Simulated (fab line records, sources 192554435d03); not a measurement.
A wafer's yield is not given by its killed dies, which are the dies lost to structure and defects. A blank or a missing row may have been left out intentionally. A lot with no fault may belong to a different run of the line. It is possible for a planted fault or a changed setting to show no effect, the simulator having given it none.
Matching of chambers    flow n5-finfet    pecvd-03 running N5_BEOL_M6_ILD_DEP_00: 3 sister chambers
The step deposits SiCOH lowk from DEMS/porogen, target thk 179.75 nm, time 33.4 s. 3 wafers are shown with their chamber, then 12 later ones without.

## EACH WAFER AND ITS CHAMBER
wafer   chamber  throttle-valve-pct (%)
L088.2  1        13.7
L088.3  2        12.6
L091.5  0        15.2

## WAFERS WITHOUT THEIR CHAMBER
wafer   throttle-valve-pct (%)
L092.1  15.3
L092.4  13.7
L092.5  15.4
L096.1  13.8
L096.3  12.7
L096.5  15.2
L094.1  15.5
L094.5  15.2
L094.6  13.9
L095.3  14.0
L095.5  12.5
L095.6  13.9

## EACH ONE'S CHAMBER
wafer   from the rows above  in truth
L092.1  0                    0
L092.4  1                    1
L092.5  0                    0
L096.1  1                    1
L096.3  2                    2
L096.5  0                    0
L094.1  0                    0
L094.5  0                    0
L094.6  1                    1
L095.3  1                    1
L095.5  2                    2
L095.6  1                    1
12 of 12 placed correctly. Left unplaced by these rows: 0. Placed wrongly: 0.
How it was worked out, from the rows above alone: a wafer's distance from a chamber is the root of the sum, over the readings, of the square of ((its reading less the chamber's mean) divided by the reading's scatter). The wafer belongs to the nearest chamber; if the next one is less than 2 further off, it can't be placed. A chamber's mean is the mean of its shown wafers. The scatter (one wafer shown for each chamber): square how far every hidden wafer sits from the nearest shown wafer, average those squares and take the square root.
